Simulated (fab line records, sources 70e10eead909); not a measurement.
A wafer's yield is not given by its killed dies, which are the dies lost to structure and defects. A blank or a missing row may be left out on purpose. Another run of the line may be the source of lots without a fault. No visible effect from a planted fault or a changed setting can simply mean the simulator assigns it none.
Chamber matching    flow nand harc    rie diel-07 running NHARC_A_M0_DESCUM_14: 4 sister chambers
The step chemistry O2, time 3 s. 16 wafers are shown with their chamber, then 8 later ones without.

EACH WAFER AND ITS CHAMBER
wafer   chamber  drypump motor current A (A)  oes product au (a.u.)  rf vpp V (V)
L128.2  3        5.6                          1.014                  57.5
L128.3  0        5.7                          1.001                  57.5
L128.5  3        5.6                          1.006                  58.0
L131.3  0        5.7                          0.997                  57.7
L131.5  0        5.7                          0.997                  58.1
L131.6  3        5.5                          1.021                  56.8
L130.2  1        5.0                          1.014                  58.7
L130.3  3        5.6                          1.005                  58.1
L130.4  0        5.7                          0.990                  57.5
L134.2  1        5.0                          1.016                  59.1
L134.4  1        5.0                          1.018                  57.7
L134.5  2        5.6                          0.987                  57.3
L138.1  1        5.0                          1.022                  59.3
L138.5  3        5.5                          1.010                  57.6
L138.6  0        5.7                          0.976                  56.7
L139.1  1        5.0                          1.011                  57.6

SIGNATURES (means of the wafers above)
reading                  chamber 0  chamber 1  chamber 2  chamber 3  scatter within a chamber
drypump motor current A  5.700      5.000      5.600      5.560      0.0316
oes product au           0.99220    1.01620    0.98700    1.01120    0.00725
rf vpp V                 57.500     58.480     57.300     57.600     0.618
Rule: for each reading, subtract the chamber's mean from the wafer's reading, divide by that reading's scatter and square the result; add these up over the readings and take the root, which gives the wafer's distance from the chamber. If the next closest chamber is less than 2 further off than the closest, the wafer can't be placed; otherwise it belongs to the closest. The scatter: the root of (the sum of the squares of (reading less its chamber's mean) over the shown wafers, divided by (wafers less chambers)).

WAFERS WHOSE CHAMBER IS MISSING
wafer   drypump motor current A (A)  oes product au (a.u.)  rf vpp V (V)
L139.3  5.7                          0.998                  57.4
L139.5  5.6                          1.000                  58.3
L143.3  5.6                          0.990                  57.5
L143.4  5.7                          0.986                  57.9
L143.5  5.7                          0.983                  57.2
L149.4  5.0                          1.009                  57.1
L149.5  5.6                          1.014                  57.2
L149.6  5.6                          1.004                  57.4

EACH ONE'S CHAMBER
wafer    from the rows above            in truth
L139.3   0                              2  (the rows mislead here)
L139.5   can't be placed: 3 or 2 or 0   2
L143.3   2                              2
L143.4   0                              0
L143.5   can't be placed: 0 or 2        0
L149.4   1                              1
L149.5   3                              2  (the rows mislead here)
L149.6   can't be placed: 3 or 2 or 0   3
Placed correctly: 3 of 8. Unplaceable from these rows: 3, with the true chamber sitting among the candidates in 3. Number placed wrongly: 2.
